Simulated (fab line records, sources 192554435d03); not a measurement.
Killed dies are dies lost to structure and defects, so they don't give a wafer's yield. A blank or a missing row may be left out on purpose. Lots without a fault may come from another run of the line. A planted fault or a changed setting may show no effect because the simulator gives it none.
A struck lot beside a sound one | flow n5_finfet | 16 steps out of a route of 1938
Sound: wafers L450.1, L450.5, L450.6. Struck: wafer L465.1. (L465.4 of the same lot was not struck and is left out.) The cause comes at the end.
At each step with rows: each side's tool, then ch and its chambers, then its first start. Under that, the readings that differ: sound wafers | struck wafers | difference of the means | sigmas: that difference in standard deviations of wafers without a fault.
alike: readings whose means differ by less than 2 such deviations, and words and numbers that are the same on both sides. not compared: withheld readings, readings that some wafer has no value for, bounds like >300 that may hide the same value, and numbers for which the record gives no deviation and whose values overlap.
The two part at a step that has a row with sigmas, a row that says differs or no value, or rows on one side only. Numbers that don't overlap but have no deviation are shown without sigmas and don't part them. A reading that every wafer of one side lacks parts them only if that side has two wafers or more.

N5_BEOL_M3_SPUTTER_92: material Cu, target thk 4.5 nm, time 8.29 s.
  sound on pvd_sputter-02, day 7 09:38; struck on pvd_sputter-01, day 11 04:15
  alike: throttle_valve_pct
then, 1 step without rows for these wafers: N5_BEOL_M3_ANNEAL_93 (time 240 s).
N5_BEOL_M3_SPUTTER_94: material Cu, target thk 4.5 nm, time 8.29 s.
  sound on pvd_sputter-02, day 7 09:51; struck on pvd_sputter-01, day 11 04:28
  alike: throttle_valve_pct
then, 3 steps without rows for these wafers: N5_BEOL_M3_ANNEAL_95 (time 240 s); N5_BEOL_M3_SPUTTER_96 (material Cu, target thk 4.5 nm, time 8.29 s); N5_BEOL_M3_ECD_50 (material Cu, target thk 300 nm).
N5_BEOL_M3_ANNEAL_51: time 90 s.
  sound on rtp_anneal-01 ch 0, day 7 10:32; struck on rtp_anneal-01 ch 0, day 11 04:54
  alike: wafer_temp_C_max
N5_BEOL_M3_CMP_52: polishes, stops on SiOC, t overpolish 6.8 s, target thk 40 nm.
  sound on cmp-03 ch 0,1,2, day 7 10:57; struck on cmp-03 ch 2, day 11 05:14
  alike: barrier_field_endpoint_s, clearing_platen_rpm, motor_current_A, overpolish_run_s, time_to_endpoint_s
N5_BEOL_M3_THK_MEAS_53: measures by xrf.
  sound on film_metro-02, day 7 11:08; struck on film_metro-01, day 11 05:29
  alike: M3_THK
then, 1 step without rows for these wafers: N5_BEOL_M3_PRE_CLEAN_60 (time 15 s).
N5_BEOL_M3_CO_CAP_55: material Co, precursor CCTBA/H2, target thk 2 nm, time 102.1 s.
  sound on cvd_co-02 ch 0,1,2, day 7 11:14; struck on cvd_co-01 ch 0, day 11 05:34
  alike: heater_power_w
then, 1 step without rows for these wafers: N5_BEOL_M3_PRE_CLEAN_56 (time 15 s).
N5_BEOL_M3_DEP_57: deposits SiCN from 3MS/NH3, target thk 8 nm, time 14 s.
  sound on pecvd-01 ch 0,2, day 7 11:21; struck on pecvd-04 ch 0, day 11 05:41
  reading                                  | sound   | struck | difference | sigmas
  model.SiCN_of_BEOL_M3_DEP_57.thk_nm (nm) | 7.8 8 8 | 5.4    | -2.5       |
  alike: showerhead_plenum_p_Torr, throttle_valve_pct
  not compared: rf_fwd_power_W
N5_BEOL_M3_RS_MEAS_58: measures by four-point-probe.
  sound on film_metro-02, day 7 11:25; struck on film_metro-01, day 11 05:45
  alike: M3_RS
N5_BEOL_M4_RC_MEAS_101:
  sound on prober-02 ch 0, day 7 19:55; struck on prober-01 ch 0, day 12 00:52
  alike: DIBL_N, DIBL_P, IOFF_N, IOFF_P, ION_N, ION_P, SS_N, SS_P, VT_N, VT_P
then, 1 step without rows for these wafers: N5_PASSIVATION_PROBE_49.

WHERE THEY PART
Nowhere in this record.

WHY: what the simulator had put in
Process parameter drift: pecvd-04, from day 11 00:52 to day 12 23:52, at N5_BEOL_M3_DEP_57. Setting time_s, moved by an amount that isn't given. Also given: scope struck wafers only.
